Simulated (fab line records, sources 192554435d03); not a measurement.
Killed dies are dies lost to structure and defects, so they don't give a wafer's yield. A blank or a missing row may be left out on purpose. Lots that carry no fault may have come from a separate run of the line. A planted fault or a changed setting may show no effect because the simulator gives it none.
A struck lot beside a sound one	flow n5_finfet	37 steps out of a route of 1938
Sound: wafers L105.4, L105.5, L105.6. The struck wafers were L108.1, L108.4, L108.5. The cause comes at the end.
Each step with rows lists, per side, the tool, then ch with its chambers, then its first start. Under that, the readings that differ: sound wafers	struck wafers	difference of the means	sigmas: that difference in standard deviations of wafers without a fault.
alike: same words and numbers on both sides, and readings whose means sit less than 2 such deviations apart. not compared: any withheld reading, any reading some wafer has no value for, any bound like >300 that may hide the same value, and any number with overlapping values for which the record gives no deviation.
A row with sigmas, a row that says differs or no value, or rows on one side alone: a step with any of these is where the two part. When numbers do not overlap yet have no deviation, they are printed without sigmas and do not part them. A reading missing from all wafers of one side parts the sides only when that side holds two or more wafers.

first, 9 steps without rows for these wafers: N5_PASSIVATION_EBR_06; N5_PASSIVATION_SOFTBAKE_05 (time 90 s); N5_PASSIVATION_EXPOSE_07 (exposes mask TV, defocus 0 nm, target cd 3000 nm); N5_PASSIVATION_PEB_08; N5_PASSIVATION_DEVELOP_09 (develop time 60 s); N5_PASSIVATION_HARDBAKE_11 (time 120 s); N5_PASSIVATION_DESCUM_12 (chemistry O2, time 7.9 s); N5_PASSIVATION_PASS_ETCH_74 (etches SiNx in CF4/O2, target depth 220 nm, time 110 s); N5_PASSIVATION_VIA_ETCH_13 (etches SiO2 in CHF3/O2, target depth 660 nm, time 330 s).
N5_PASSIVATION_STRIP_14: strips in O2.
  sound on rie_diel-01 ch 1,2, day 15 23:14; struck on rie_diel-01 ch 0,1,2, day 17 19:25
reading	sound	struck	difference	sigmas
rf_vpp_V (V)	3.4 3.8 2.2	5.1 6.9 3.2	+1.9	+2
  alike: drypump_motor_current_A, oes_product_au, showerhead_plenum_p_Torr, temp_c, throttle_valve_pct
  not compared: rf_hours_counter_h
then, 26 steps without rows for these wafers: N5_PASSIVATION_ETCH_15 (etches SiCN in CF4/N2, target depth 75 nm, time 81.2 s); N5_PASSIVATION_STRIP_73 (strips in post etch residue remover, time 60 s); N5_PASSIVATION_SRD_17 (time 30 s, dry time 30 s); N5_PASSIVATION_DEGAS_18 (time 60 s); N5_PASSIVATION_PRE_CLEAN_19; N5_PASSIVATION_SPUTTER_20 (material TaN, target thk 50 nm); N5_PASSIVATION_AL_DEP_21 (deposits Al, target thk 2800 nm, time 170 s); N5_PASSIVATION_HMDS_23 (time 60 s); N5_PASSIVATION_COAT_24; N5_PASSIVATION_EBR_26; N5_PASSIVATION_SOFTBAKE_25 (time 90 s); N5_PASSIVATION_EXPOSE_27 (exposes mask PAD, defocus 0 nm); N5_PASSIVATION_PEB_28; N5_PASSIVATION_DEVELOP_29 (develop time 60 s); N5_PASSIVATION_HARDBAKE_31 (time 120 s); N5_PASSIVATION_DESCUM_32 (chemistry O2, time 7.9 s); N5_PASSIVATION_AL_ETCH_33 (etches Al in Cl2/BCl3, stops on TaN, target depth 2800 nm, time 466.7 s); N5_PASSIVATION_ETCH_59 (etches TaN in Cl2/BCl3, target depth 65 nm, time 34.9 s); N5_PASSIVATION_STRIP_34 (strips in O2); N5_PASSIVATION_STRIP_51 (strips in post etch residue remover, time 1200 s); N5_PASSIVATION_CLEAN_69 (cleans in IPA, time 180 s); N5_PASSIVATION_SRD_70 (time 30 s); N5_PASSIVATION_PECVD_53 (deposits SiO2 from TEOS/O2, target thk 800 nm, time 169.4 s); N5_PASSIVATION_PECVD_35 (deposits SiNx from SiH4/NH3/N2, target thk 700 nm, time 151.3 s); N5_PASSIVATION_HMDS_37 (time 60 s); N5_PASSIVATION_COAT_38.
N5_PASSIVATION_PROBE_49:
  struck on prober-01, day 18 04:01; sound on prober-01, day 16 05:46
reading	sound	struck	difference	sigmas
defect_limited_yield (%)	91.2 89.7 90.5	81.9 80.0 80.3	-9.7	-7
killed_at_other	8 2 8	124 131 128	+122	+45
killed_dies	104 122 112	214 236 233	+115	+7
sort_bin_5_function (%)	5.3 5.9 5.0	11.5 11.6 12.7	+6.5	+7
sort_n_pass	1076 1058 1068	966 944 947	-115	-7
sort_yield_pct (%)	91.2 89.7 90.5	81.9 80.0 80.3	-9.7	-7
  alike: killed_at_M0_to_M3, killed_at_M4_up, killed_at_contacts, killed_at_front_end, killed_open, killed_short, sort_bin_6_memory

WHERE THEY PART
Last at N5_PASSIVATION_PROBE_49 as far as this record goes, first at N5_PASSIVATION_STRIP_14.

WHY: whatever the simulator had introduced
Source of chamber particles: rie_diel-01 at N5_PASSIVATION_STRIP_14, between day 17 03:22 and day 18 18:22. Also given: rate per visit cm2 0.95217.
